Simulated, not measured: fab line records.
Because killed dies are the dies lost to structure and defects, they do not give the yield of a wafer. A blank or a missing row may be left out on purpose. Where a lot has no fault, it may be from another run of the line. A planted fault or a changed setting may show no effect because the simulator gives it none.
Matching of chambers -- flow n5Finfet -- N5_MIM_TOP_LITHO_DESCUM_10 on rieDiel-02 has 4 sister chambers
The step chemistry O2, time 7.9 s. 4 wafers are shown with their chamber, then 10 later ones without.

WAFERS WITH THEIR CHAMBER
wafer,chamber,drypumpMotorCurrentA (A)
L081.3,2,6.3
L086.6,1,5.0
L087.2,0,4.8
L087.3,3,5.2

WAFERS WITHOUT THEIR CHAMBER
wafer,drypumpMotorCurrentA (A)
L087.4,5.0
L094.2,4.8
L094.3,5.0
L094.5,5.0
L093.2,6.3
L093.4,5.2
L093.6,6.3
L097.2,6.3
L097.5,4.9
L097.6,5.2

THE CHAMBER EACH PASSED THROUGH
wafer,from the rows above,in truth
L087.4,1,1
L094.2,0,0
L094.3,1,1
L094.5,1,1
L093.2,2,2
L093.4,3,3
L093.6,2,2
L097.2,2,2
L097.5,can't be placed: 1 or 0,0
L097.6,3,3
9 of 10 placed correctly. Unplaceable from these rows: 1, with the true chamber sitting among the candidates in 1. Number placed wrongly: 0.
How it was worked out, from the rows above alone: a wafer's distance from a chamber is the root of the sum, over the readings, of the square of ((its reading less the chamber's mean) divided by the reading's scatter). If the next closest chamber is less than 2 further off than the closest, the wafer can't be placed; otherwise it belongs to the closest. For every chamber, the mean is computed from those of its wafers that are shown. The scatter: with one shown wafer a chamber, the root of the mean of the squares of how far each hidden wafer lies from its nearest shown one.
